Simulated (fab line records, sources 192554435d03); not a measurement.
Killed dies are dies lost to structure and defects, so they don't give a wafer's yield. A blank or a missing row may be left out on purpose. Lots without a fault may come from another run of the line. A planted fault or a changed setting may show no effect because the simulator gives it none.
Which tool did it? | flow n5_finfet | 8 lots, 24 wafers sampled, at 4 steps of a route of 1938

WHAT THE GAUGES READ, wafer by wafer
N5_SD_EPI_P_INSPECT_26: inspects for defects (darkfield).
lot  | measured    | on                | raw_defect_count
L734 | day 3 22:03 | defect_inspect-02 | 165 183 172
L741 | day 5 20:47 | defect_inspect-01 | 122 150 178
L743 | day 6 06:05 | defect_inspect-01 | 135 153 161
L749 | day 7 15:26 | defect_inspect-01 | 692 751 710
L750 | day 7 21:24 | defect_inspect-02 | 692 702 701
L751 | day 8 03:04 | defect_inspect-02 | 140 217 198
L753 | day 8 17:01 | defect_inspect-02 | 138 157 95
L755 | day 9 09:17 | defect_inspect-02 | 170 142 140

WHICH TOOL RAN EACH LOT (tool, then ch and the chambers of the sampled wafers, then the start)
lot  | N5_SD_EPI_P_ETCH_36               | N5_SD_EPI_P_ETCHBACK_46           | N5_SD_EPI_P_PRECLEAN_33
L734 | rie_diel-06 ch 1,2, day 3 17:19   | rie_diel-06 ch 1,2, day 3 17:42   | wet_bench-04 ch 0,3,5, day 3 22:00
L741 | rie_diel-03 ch 1,2,3, day 5 17:05 | rie_diel-03 ch 1,2,3, day 5 17:28 | wet_bench-02 ch 1,5,7, day 5 20:43
L743 | rie_diel-06 ch 1,3, day 6 02:23   | rie_diel-06 ch 1,3, day 6 02:46   | wet_bench-02 ch 0,4,7, day 6 06:01
L749 | rie_diel-06 ch 0,2,3, day 7 11:46 | rie_diel-06 ch 0,2,3, day 7 12:08 | wet_bench-02 ch 0,3,5, day 7 15:23
L750 | rie_diel-06 ch 0,1,3, day 7 17:43 | rie_diel-06 ch 0,1,3, day 7 18:06 | wet_bench-02 ch 1,2,3, day 7 21:21
L751 | rie_diel-01 ch 0,2, day 7 22:31   | rie_diel-01 ch 0,2, day 7 22:54   | wet_bench-04 ch 0,3,4, day 8 03:01
L753 | rie_diel-06 ch 1,2,3, day 8 12:29 | rie_diel-06 ch 1,2,3, day 8 12:52 | wet_bench-01 ch 2,4,6, day 8 16:58
L755 | rie_diel-06 ch 1,2, day 9 05:35   | rie_diel-06 ch 1,2, day 9 05:58   | wet_bench-04 ch 1,2,6, day 9 09:14
- N5_SD_EPI_P_ETCH_36: etches SiARC in CF4, target depth 45.5 nm, time 75.8 s.
- N5_SD_EPI_P_ETCHBACK_46: etches SiNx in CH3F/O2, stops on SiO2, target depth 17.5 nm.
- N5_SD_EPI_P_PRECLEAN_33: cleans in SC2, time 45 s.

THE ANSWER, worked out from the rows above alone
Rule: what is usual is taken from the lots themselves. Put in order of their means at a reading, lots are off if they are a third of the lots or fewer, leave a main group of 4 or more, and stand apart from it by a gap of 3 or more times the standard deviation of the main group's means; of several such gaps the widest counts. A main group whose means are all the same, to the digits that the tables above print for the reading, isn't used. A lot without any number at a reading at which 4 lots or more have one is off too. The other lots that the step has rows for count as sound.
Off: L749, L750, at N5_SD_EPI_P_INSPECT_26 (raw_defect_count). The main group: mean 156, standard deviation 18.
A tool fits if, at a process step before that reading, it ran every lot that is off, and no sound lot after the first of them. The gauges at N5_SD_EPI_P_INSPECT_26 are tried like those tools. One fits: wet_bench-02 at N5_SD_EPI_P_PRECLEAN_33. Its last sound lot is L743 (day 6 06:01), its first lot that is off L749 (day 7 15:23): a fault that began between those two fits.

WHAT THE SIMULATOR HAD PUT IN
Chamber particle source: wet_bench-02, from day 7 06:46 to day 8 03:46, at N5_SD_EPI_P_PRECLEAN_33. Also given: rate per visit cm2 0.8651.
Lots struck among those shown: L749, L750. The rule above found the same.
